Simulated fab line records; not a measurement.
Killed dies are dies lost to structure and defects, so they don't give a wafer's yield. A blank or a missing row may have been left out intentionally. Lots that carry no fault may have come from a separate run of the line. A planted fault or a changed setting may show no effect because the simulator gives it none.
fab line records | flow nand_harc
record: lots: 13 wafers: 39 last_day: 25
route steps=1159 shown A_SLIT@781 THIN_TSV@1121 END@1159
lots with no fault: from the same line, run without faults
start_h: start of the lot's first displayed wafer, in hours after the record's first day | wait_h: how many hours have passed since the lot's step before this one | " same as the row above | L1.1+2: one row covering several wafers at once | - either no value or no given start | * or withheld: withheld | < > ~ a bound
route shown NAME@n: NAME is a module with steps in the file, n the number in the route of the first one | usual: mean/standard deviation of fault-free wafers | same: alike in all rows | chamber/n: place in a boat | sites: readings site by site | _std_site: standard deviation across them | _edge_site: mean of outer sites minus mean of inner sites | radius_mm: how far each site lies from the wafer's centre | mask NAME#n: copy n | behind: the tool/chamber that last shaped the wafer | hold: cause of the lot's hold/its duration in hours/its outcome | device: which transistor (n, p or np) failed to switch | end of line: the same wafers' tests at the end of the route | step lacking rows: just its recipe | killed: not the wafer's yield, but the dies lost to structure and defects at the first sort | map: shows each die of a wafer: x if killed, . if not, _ if none is there
set.NAME: the setting as run; set.NAME@STEP: as run at that earlier step | model.NAME: the simulator's own value behind a step, which no gauge read
a sample of lots followed through the steps of the route, with each step as a table and each wafer as a row
services: from which hour (start_h, from the record's first day; less than 0 if before it) a tool's chamber was out of use, for how many hours, and why
== steps ==
step: NHARC_A_SLIT_DEP_23
recipe: target_thk_a: 1000 target_thk_nm: 100 temp_c: 400 pressure_torr: 3.5 flow_sccm: 200 rf_w: 350 material: SiON
usual: heater_power_w: 774/100 showerhead_vpp_V: 1142/53
columns lot.wafer tool chamber start_h wait_h heater_power_w showerhead_vpp_V
L296.2 pecvd-04 1 326.31 1.3 679 1126
L296.3 " 2 " " 863 1143
L296.1 " 0 " " 629 1090
L300.2 pecvd-02 1 334.13 1.3 848 1097
L300.1 " 2 " " 767 1170
L300.6 " 2 " " 764 1177
L297.1 pecvd-03 1 334.55 1.7 834 1169
L297.6 " 0 " " 664 1113
L297.4 " 1 " " 791 1157
L298.3 pecvd-04 0 334.59 1.1 657 1071
L298.1 " 1 " " 672 1126
L298.6 " 2 " " 747 1158
L299.1 pecvd-04 1 340.00 1.7 765 1129
L299.3 " 2 " " 862 1141
L299.6 " 1 " " 767 1114
L304.1 pecvd-04 1 367.98 1.7 703 1130
L304.3 " 0 " " 592 1084
L304.4 " 0 " " 609 1091
L303.3 pecvd-02 2 379.94 1.0 777 1188
L303.1 " 0 " " 877 1040
L303.5 " 2 " " 776 1159
L305.3 pecvd-03 2 380.05 1.0 861 1209
L305.2 " 1 " " 757 1183
L305.4 " 2 " " 868 1241
L315.2 pecvd-03 0 434.79 1.4 669 1128
L315.3 " 1 " " 730 1178
L315.5 " 1 " " 738 1196
L313.2 pecvd-02 1 439.69 1.4 761 1080
L313.5 " 2 " " 751 1169
L313.6 " 0 " " 1031 1051
L317.6 pecvd-04 2 439.85 0.3 847 1166
L317.5 " 0 " " 581 1113
L317.4 " 1 " " 660 1117
L316.1 pecvd-03 2 441.13 1.7 875 1236
L316.2 " 1 " " 735 1167
L316.4 " 1 " " 721 1157
L318.2 pecvd-04 1 460.50 1.4 691 1120
L318.1 " 2 " " 742 1145
L318.5 " 1 " " 689 1128
step: NHARC_THIN_TSV_CD_MEAS_16
usual: cd_nm: 999.9/2.3
columns lot.wafer tool chamber start_h wait_h cd_nm
L296.1 cd_sem-02 - 428.82 0.1 1000.0
L296.2 " - " " 1001.9
L296.3 " - " " 1001.3
L300.1 cd_sem-02 - 433.89 0.1 997.9
L300.2 " - " " 996.4
L300.6 " - " " 994.6
L298.1 cd_sem-02 - 435.16 0.1 1001.7
L298.3 " - " " 998.7
L298.6 " - " " 999.9
L299.1 cd_sem-03 - 436.35 0.1 1001.0
L299.3 " - " " 998.5
L299.6 " - " " 1004.4
L297.1 cd_sem-03 - 440.54 0.1 1001.6
L297.4 " - " " 1004.5
L297.6 " - " " 1002.5
L304.1 cd_sem-02 - 462.89 0.1 1003.5
L304.3 " - " " 1003.0
L304.4 " - " " 1000.0
L303.1 cd_sem-03 - 482.49 0.1 997.7
L303.3 " - " " 1001.9
L303.5 " - " " 999.6
L305.2 cd_sem-02 - 483.47 0.1 1002.5
L305.3 " - " " 1000.5
L305.4 " - " " 1000.8
L315.2 cd_sem-02 - 539.59 0.1 998.5
L315.3 " - " " 1000.5
L315.5 " - " " 996.8
L313.2 cd_sem-02 - 547.02 0.1 996.5
L313.5 " - " " 998.4
L313.6 " - " " 999.9
L317.4 cd_sem-02 - 548.06 0.1 1003.1
L317.5 " - " " 1003.5
L317.6 " - " " 1002.3
L316.1 cd_sem-02 - 553.22 0.1 998.2
L316.2 " - " " 1000.9
L316.4 " - " " 999.2
L318.1 cd_sem-01 - 563.43 0.1 998.4
L318.2 " - " " 1000.7
L318.5 " - " " 1001.7
step: NHARC_THIN_TSV_STRIP_45
recipe: power_w: 1500 temp_c: 250 chemistry: O2
usual: drypump_motor_current_A: 5.66/0.28 heater_power_w: 335/32
columns lot.wafer tool chamber start_h wait_h drypump_motor_current_A heater_power_w rf_hours_counter_h
L296.1 plasma_asher-01 0 428.91 0.1 5.48 372 49
L296.2 " 1 " " 5.19 377 49
L296.3 " 1 " " 5.21 371 -
L300.1 plasma_asher-02 1 434.21 0.3 5.84 315 23
L300.2 " 0 " " 5.89 298 23
L300.6 " 0 " " 5.86 302 -
L298.1 plasma_asher-02 0 435.28 0.1 5.95 306 24
L298.3 " 0 " " 5.88 303 -
L298.6 " 0 " " 5.84 307 -
L299.1 plasma_asher-02 1 436.47 0.1 5.89 311 24
L299.3 " 1 " " 5.87 317 -
L299.6 " 0 " " 5.92 304 -
L297.1 plasma_asher-01 0 440.66 0.1 5.47 367 52
L297.4 " 1 " " 5.21 366 -
L297.6 " 1 " " 5.20 370 -
L304.1 plasma_asher-02 0 463.01 0.1 5.91 306 36
L304.3 " 1 " " 5.89 316 -
L304.4 " 0 " " 5.90 295 -
L303.1 plasma_asher-02 1 482.61 0.1 5.89 317 40
L303.3 " 0 " " 5.89 300 -
L303.5 " 1 " " 5.91 312 -
L305.2 plasma_asher-01 1 483.60 0.1 5.22 375 10
L305.3 " 0 " " 5.47 378 -
L305.4 " 1 " " 5.21 378 -
L315.2 plasma_asher-01 1 539.66 0.1 5.21 371 25
L315.3 " 0 " " 5.45 366 -
L315.5 " 0 " " 5.45 360 -
L313.2 plasma_asher-02 0 547.14 0.1 5.91 294 1
L313.5 " 1 " " 5.87 322 -
L313.6 " 0 " " 5.89 295 -
L317.4 plasma_asher-02 0 548.22 0.2 5.90 291 -
L317.6 " 0 " " 5.88 293 -
L317.5 " 1 " " 5.87 320 -
L316.2 plasma_asher-02 0 553.30 0.1 5.90 297 3
L316.1 " 1 " " 5.88 322 3
L316.4 " 1 " " 5.87 315 -
L318.2 plasma_asher-01 1 563.52 0.1 5.24 372 38
L318.1 " 0 " " 5.48 368 38
L318.5 " 1 " " 5.20 370 -
step: NHARC_THIN_TSV_CMP_21
recipe: t_overpolish_s: 30 target_thk_nm: 2000
usual: motor_current_A: 11.6/1 overpolish_run_s: 30.001/0.009
columns lot.wafer tool chamber start_h wait_h motor_current_A overpolish_run_s
L296.2 cmp-01 0 432.17 - 11.9 30.008
L296.1 " 1 " " 12.0 29.996
L296.3 " 2 " " 11.8 29.996
L300.2 cmp-02 1 437.53 - 11.5 30.011
L300.1 " 3 " " 10.3 29.996
L300.6 " 0 " " 11.3 29.995
L298.3 cmp-01 3 438.71 - 13.0 29.999
L298.1 " 1 " " 11.1 29.979
L298.6 " 2 " " 11.6 29.993
L299.3 cmp-01 3 439.72 - 13.4 30.000
L299.1 " 0 " " 12.0 29.993
L299.6 " 2 " " 12.4 30.011
L297.1 cmp-01 3 444.00 - 13.0 30.009
L297.4 " 1 " " 11.9 30.004
L297.6 " 2 " " 12.0 30.005
L304.3 cmp-01 3 466.39 - 12.8 30.012
L304.4 " 0 " " 11.5 30.009
L304.1 " 1 " " 11.9 30.005
L303.1 cmp-03 2 486.01 - 11.5 29.991
L303.3 " 3 " " 10.4 29.999
L303.5 " 1 " " 12.3 29.999
L305.2 cmp-02 2 486.81 - 12.0 30.006
L305.4 " 3 " " 10.0 29.997
L305.3 " 0 " " 11.7 29.988
L315.2 cmp-03 3 543.73 - 11.3 30.003
L315.3 " 0 " " 9.0 29.998
L315.5 " 0 " " 9.1 29.984
L313.2 cmp-01 1 550.49 - 11.8 29.985
L313.5 " 2 " " 12.2 30.002
L313.6 " 3 " " 12.9 30.006
L317.4 cmp-01 3 551.45 - 13.3 29.998
L317.6 " 2 " " 12.3 30.021
L317.5 " 3 " " 12.7 29.989
L316.2 cmp-03 3 557.41 - 12.0 29.996
L316.4 " 1 " " 11.8 30.013
L316.1 " 2 " " 12.3 30.005
L318.2 cmp-01 0 566.81 - 11.5 30.010
L318.1 " 1 " " 11.6 30.009
L318.5 " 1 " " 12.1 29.975
step: NHARC_END_SORT_01
recipe: temp_c: 25
usual: killed_at_array: 25/9.2 killed_at_other: 0.9/1.3 killed_at_periphery: 3.3/2.3 killed_dies: 29/9.6 killed_open: 3.2/1.8 killed_short: 2/1.4
same: gross_dies: 677
columns lot.wafer tool chamber start_h wait_h killed_at_array killed_at_other killed_at_periphery killed_dies killed_open killed_short
L313.2 prober-02 0 568.04 2.8 29 1 3 33 3 2
L313.5 prober-02 0 570.39 3.6 50 0 4 54 4 1
L313.6 prober-02 0 571.17 3.9 75 0 6 81 3 0
killed by level:class
L313.2 A_CHANNEL_HOLE_D1:chamber_film_flake=11 A_SLIT:chamber_film_flake=8 A_CONTACT:chamber_film_flake=6 A_WL_FILL:geometric_particle:open=2 P_M1:geometric_particle:open=1 P_M1:geometric_particle:short=1 A_CHANNEL_HOLE_D1:geometric_particle:short=1 P_STI:chamber_film_flake=1
L313.5 A_SLIT:area_dep=19 A_SLIT:chamber_film_flake=11 A_CHANNEL_HOLE_D1:chamber_film_flake=11 A_CONTACT:chamber_film_flake=6 P_CONTACT:geometric_particle:open=1 P_M0:geometric_particle:open=1 A_ONON_D1:geometric_particle:open=1 A_CHANNEL_FILL_D1:geometric_particle:open=1
L313.6 A_SLIT:area_dep=38 A_CHANNEL_HOLE_D1:chamber_film_flake=20 A_SLIT:chamber_film_flake=11 A_CONTACT:chamber_film_flake=4 P_STI:geometric_particle:open=2 P_STI:chamber_film_flake=2 P_M1:chamber_film_flake=2 A_ONON_D1:geometric_particle:open=1
== services ==
columns tool chamber start_h hours kind
cmp-03 - 328.40 2.0 repair
pecvd-02 0 329.73 4.6 repair
pecvd-02 - 334.39 13.0 pm
plasma_asher-01 - 349.15 7.4 repair
cmp-03 - 352.00 4.0 pm
plasma_asher-02 - 360.03 9.0 pm
pecvd-04 - 366.98 0.5 repair
cmp-01 - 375.50 4.0 pm
pecvd-04 - 376.70 13.0 pm
pecvd-02 2 447.01 11.5 repair
cmp-03 - 450.00 4.0 pm
plasma_asher-01 - 453.14 9.0 pm
plasma_asher-02 - 465.39 0.8 repair
plasma_asher-02 - 468.85 7.8 repair
pecvd-03 - 473.29 13.0 pm
cmp-01 - 473.53 4.0 pm
plasma_asher-02 - 476.75 1.5 repair
cmp-03 - 496.76 3.3 repair
plasma_asher-01 - 502.44 7.2 repair
pecvd-02 - 515.39 13.0 pm
plasma_asher-02 - 537.03 9.0 pm
cmp-03 - 538.27 1.0 repair
cmp-03 - 548.03 4.0 pm
pecvd-04 - 557.77 13.0 pm
== key ==
first_sign: step: NHARC_END_SORT_01 reading: killed_at_array direction: up sigmas: 4 usual: 25 struck: 62
more_kills_born_at: NHARC_A_SLIT_DEP_23@pecvd-02: 57
met_at NHARC_A_SLIT_DEP_23
struck_lots L313
struck_wafers L313.5,L313.6
tester_left_out L313
not_acting_at NHARC_THIN_TSV_CD_MEAS_16,NHARC_THIN_TSV_STRIP_45,NHARC_THIN_TSV_CMP_21
onset_between 379.94 439.69
fault: kind: process_parameter_drift tool: pecvd-02 chamber: - onset_h: 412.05 steps: NHARC_A_SLIT_DEP_23 channel: target_thk_a offset: * shape: step end_h: 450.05 scope: struck_wafers_only acts_in: * stated: *
tester_left_out: of these lots the tester's yield and bins aren't shown, on N5 and GAA mostly nor the transistor test; their killed dies are dies lost to structure and defects alone, not to doping, threshold or leakage, so they don't give the yield
